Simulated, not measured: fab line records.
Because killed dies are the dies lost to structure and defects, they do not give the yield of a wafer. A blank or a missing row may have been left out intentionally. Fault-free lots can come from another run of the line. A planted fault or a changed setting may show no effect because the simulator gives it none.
8D (eight disciplines) problem report, filled in by code -- flow n5_finfet -- the parts of the form that need people (team, actions taken, sign-off) are left out

## 1. PROBLEM STATEMENT
Across 6 wafers from 2 lots, IOFF_N_LONG at N5_BEOL_M4_RC_MEAS_101 averages 9.88e-03 nA/um, while fault-free wafers read 5.57e-05 nA/um with a standard deviation of 2.8e-06. That is +99 or more standard deviations from the usual mean.
Earliest sighting: wafer L577.1 on prober-02 at day 12 22:46. The record has a number at this step for 30 wafers belonging to 10 lots. The rule behind "out" and "out of limits": a value lying over 4 standard deviations away from the usual mean. The other wafers with a number count as sound.

## 2. WHAT IT IS AND WHAT IT IS NOT
question,is,is not
which readings at this step,"IOFF_N_LONG, IOFF_N, IOFF_N_85C, IOFF_N_LIN, ION_N, VT_N, VT_N_LONG, VT_P_LVT","DIBL_N, DIBL_P, IOFF_P, ION_P, SS_N, VT_P"
which lots,"L577, L578","L559, L563, L565, L569, L572, L574, L580, L581"
which wafers of those lots,all that have a number,-
read on which gauges,prober-02,prober-01
when,from day 12 22:46,"up to then (18 sound wafers); but 6 sound wafers of L580, L581 came after"

## 3. SUSPECTS, AND WHAT RULES EACH OUT
Counting: a tool stays on the suspect list if, at a process step up to the reading, it processed all lots that are out and no sound lot following the first of them.
- the gauge at N5_BEOL_M4_RC_MEAS_101: kept. All the wafers that are out were read on prober-02, and no step on other tools shows them out.
- wet_bench-06 at N5_HKMG_FIN_WET_ETCH_76 (etches Al2O3 in dNH4OH, stops on La2O3, target depth 2.25 nm, rinse time 30 s): ruled out as a lasting fault. Sound lots L581 ran on it after its first lot that is out, L577 (day 8 21:37).
Left after counting: prober-02 at N5_BEOL_M4_RC_MEAS_101.

## 4. THE CAUSE (what the simulator had put in)
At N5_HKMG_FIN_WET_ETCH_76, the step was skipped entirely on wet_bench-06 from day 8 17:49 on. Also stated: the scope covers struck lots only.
Counting ruled it out, wrongly: the rule takes a fault to strike every lot that its tool runs from its start on, and this one did not.

## 5. SEQUENCE OF EFFECTS, ordered by route
One row per reading whose mean, taken over the struck wafers that have a number, lies over 3 standard deviations from the usual. Only readings for which the record gives a usual standard deviation are gone through. hours: the time from each lot's start at the first step in this table that gives one to its start at this step, as a median over the lots. sigmas: the change in usual standard deviations.
hours,step,reading,usual,on struck wafers,change,sigmas
0,N5_BEOL_M4_RC_MEAS_101,IOFF_N,0.167 nA/um,30.176,+30.009,+99 or more
0,N5_BEOL_M4_RC_MEAS_101,IOFF_N_85C,3.2 nA/um,254.5,+251.3,+99 or more
0,N5_BEOL_M4_RC_MEAS_101,IOFF_N_LIN,0.076 nA/um,14.141,+14.065,+99 or more
0,N5_BEOL_M4_RC_MEAS_101,IOFF_N_LONG,5.57e-05 nA/um,9.88e-03,+9.82e-03,+99 or more
0,N5_BEOL_M4_RC_MEAS_101,ION_N,674 uA/um,958,+284,+24
0,N5_BEOL_M4_RC_MEAS_101,VT_N,249 mV,100,-149,-45
0,N5_BEOL_M4_RC_MEAS_101,VT_N_LONG,274.3 mV,125.2,-149.1,-71
0,N5_BEOL_M4_RC_MEAS_101,VT_P_LVT,-99 mV,-254,-155,-46
102,N5_PASSIVATION_PROBE_49,sort_bin_4_leakage,0.00 %,91.62,+91.62,+99 or more
102,N5_PASSIVATION_PROBE_49,sort_n_pass,1076,0,-1076,-57
102,N5_PASSIVATION_PROBE_49,sort_yield_pct,91.2 %,0.0,-91.2,-57
Process steps it contains:
- N5_PASSIVATION_PROBE_49
Readings that are blank on the struck wafers while sound wafers have them: bath_heat_duty_pct at N5_HKMG_FIN_WET_ETCH_76; rinse_temp_c at N5_HKMG_FIN_WET_ETCH_76.

## 6. HOW IT WOULD HAVE BEEN CAUGHT EARLIER
The first out-of-limits reading at a measuring or inspecting step in this record came at day 12 22:46, 101 hours after the fault's start at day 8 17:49.
At N5_HKMG_FIN_WET_ETCH_76 the tool's readings are blank on the struck wafers, where sound wafers have them: an empty tool record is the first sign, and it was there at once.
